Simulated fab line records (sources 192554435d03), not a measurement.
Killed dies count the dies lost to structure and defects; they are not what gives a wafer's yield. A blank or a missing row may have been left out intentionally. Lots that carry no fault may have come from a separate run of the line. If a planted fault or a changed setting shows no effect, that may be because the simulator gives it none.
Which of the tools did it? | flow n5 finfet | 11 lots with 33 wafers sampled at 2 steps, on a route of 1938 steps

## WHAT THE GAUGES SHOWED, per wafer
N5_BEOL_M12_CD_MEAS_10: target cd 140 nm. Usual: 139.9 nm for cd nm, sd 1.9.
lot  | measured     | on        | cd nm (nm)        | flag
L329 | day 10 21:37 | cd sem-03 | 138.6 135.6 139.2 |
L331 | day 11 00:47 | cd sem-01 | 141.1 137.6 139.4 |
L332 | day 11 17:17 | cd sem-01 | 139.6 141.7 135.7 |
L333 | day 11 17:54 | cd sem-03 | 139.5 141.7 137.0 |
L334 | day 12 03:17 | cd sem-02 | 139.1 143.4 141.2 |
L339 | day 13 08:13 | cd sem-02 | 142.6 140.8 141.5 |
L346 | day 14 10:47 | cd sem-03 | 141.6 141.1 137.2 |
L349 | day 15 17:17 | cd sem-03 | 138.7 140.3 141.2 |
L347 | day 15 18:05 | cd sem-01 | 142.2 141.4 137.7 |
L352 | day 16 10:06 | cd sem-03 | 140.1 139.3 139.6 |
L351 | day 16 12:01 | cd sem-03 | 143.5 139.8 143.8 |

## WHAT TOOL EACH LOT RAN ON (gives the tool, then ch and the chambers of the sampled wafers, and finally the start)
lot  | N5_BEOL_M11_DEP_56
L329 | pecvd-01 ch 0,1, day 10 20:53
L331 | pecvd-01 ch 0,1, day 11 00:06
L332 | pecvd-01 ch 0,1,2, day 11 16:08
L333 | pecvd-03 ch 0,1,2, day 11 17:13
L334 | pecvd-01 ch 0,2, day 12 02:43
L339 | pecvd-03 ch 0,1,2, day 13 07:29
L346 | pecvd-03 ch 1,2, day 14 10:10
L349 | pecvd-03 ch 1,2, day 15 16:37
L347 | pecvd-03 ch 0,1,2, day 15 17:24
L352 | pecvd-03 ch 0,1, day 16 09:32
L351 | pecvd-01 ch 0,1, day 16 11:20
- N5_BEOL_M11_DEP_56: deposits SiCN from 3MS/NH3, target thk 30 nm, time 10.5 s.

## WHAT THE TOOLS THEMSELVES READ (means of the sampled wafers that have a number; where no wafer has one, the mark that the record gives instead)
N5_BEOL_M11_DEP_56. Usual: rf fwd power W 667 W, standard deviation 3.4; showerhead plenum p Torr 4.161 Torr, standard deviation 0.013; throttle valve pct 18.3 %, standard deviation 0.79.
lot  | tool     | rf fwd power W (W) | showerhead plenum p Torr (Torr) | throttle valve pct (%) | flag
L329 | pecvd-01 | 662                | 4.148                           | 18.6                   |
L331 | pecvd-01 | 664                | 4.151                           | 18.1                   |
L332 | pecvd-01 | 665                | 4.160                           | 18.5                   |
L333 | pecvd-03 | 669                | 4.163                           | 18.6                   |
L334 | pecvd-01 | 670                | 4.163                           | 18.6                   |
L339 | pecvd-03 | 667                | 4.158                           | 18.7                   |
L346 | pecvd-03 | 668                | 4.161                           | 17.8                   |
L349 | pecvd-03 | 670                | 4.156                           | 18.0                   |
L347 | pecvd-03 | 669                | 4.166                           | 18.5                   |
L352 | pecvd-03 | 669                | 4.167                           | 19.0                   |
L351 | pecvd-01 | 661                | 4.152                           | 18.1                   |

## THE ANSWER, worked out from the rows above alone
Rule: take the mean of a lot's wafers that have a number; if it is more than 3 standard deviations from the usual mean, the lot is off. Also off: a lot with no number at a reading for which 4 or more lots have one. The other lots that the step has rows for count as sound. First the gauges in route order, then the tools' own readings, where a lot's mean is used as printed above. At the first step where some lot is off, the reading lying furthest off is the one used; lots without a number count as furthest.
Nothing can be told from this: no lot is off at any reading shown.

## WHAT WAS PUT IN BY THE SIMULATOR
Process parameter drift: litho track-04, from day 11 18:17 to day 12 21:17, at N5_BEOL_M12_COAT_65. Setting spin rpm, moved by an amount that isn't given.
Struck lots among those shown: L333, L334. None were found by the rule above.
